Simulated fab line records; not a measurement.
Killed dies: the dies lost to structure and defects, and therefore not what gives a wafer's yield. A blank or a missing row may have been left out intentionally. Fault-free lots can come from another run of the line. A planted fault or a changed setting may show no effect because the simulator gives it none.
Chamber matching + flow n5 finfet + N5_SD_EPI_N_LINER_46 on ald sin-02 has 4 sister chambers
The step material SiNx, target thk 3 nm. 4 wafers are shown with their chamber, then 9 later ones without.

== EACH WAFER AND ITS CHAMBER ==
| wafer  | chamber | heater power w (W) |
|--------|---------|--------------------|
| L090.6 | 3       | 878                |
| L092.1 | 0       | 910                |
| L092.2 | 1       | 818                |
| L092.3 | 2       | 854                |

== WAFERS WITH NO CHAMBER GIVEN ==
| wafer  | heater power w (W) |
|--------|--------------------|
| L093.3 | 848                |
| L093.4 | 800                |
| L093.6 | 928                |
| L097.2 | 849                |
| L097.3 | 818                |
| L097.6 | 941                |
| L096.3 | 830                |
| L096.4 | 884                |
| L096.6 | 928                |

== EACH ONE'S CHAMBER ==
| wafer  | from the rows above          | in truth |
|--------|------------------------------|----------|
| L093.3 | can't be placed: 2 or 1 or 3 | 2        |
| L093.4 | 1                            | 1        |
| L093.6 | 0                            | 0        |
| L097.2 | can't be placed: 2 or 3 or 1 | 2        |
| L097.3 | 1                            | 1        |
| L097.6 | 0                            | 0        |
| L096.3 | can't be placed: 1 or 2      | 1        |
| L096.4 | can't be placed: 3 or 0 or 2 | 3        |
| L096.6 | 0                            | 0        |
Placed correctly: 5 of 9. These rows do not allow placing 4 (true chamber among the candidates in 4). Placed wrongly: 0.
How it was worked out, from the rows above alone: a wafer's distance from a chamber is the root of the sum, over the readings, of the square of ((its reading less the chamber's mean) divided by the reading's scatter). If the next closest chamber is less than 2 further off than the closest, the wafer can't be placed; otherwise it belongs to the closest. A chamber's mean is the mean of its shown wafers. The scatter: root of mean squared gap, hidden wafer to nearest shown wafer, with one shown wafer a chamber.
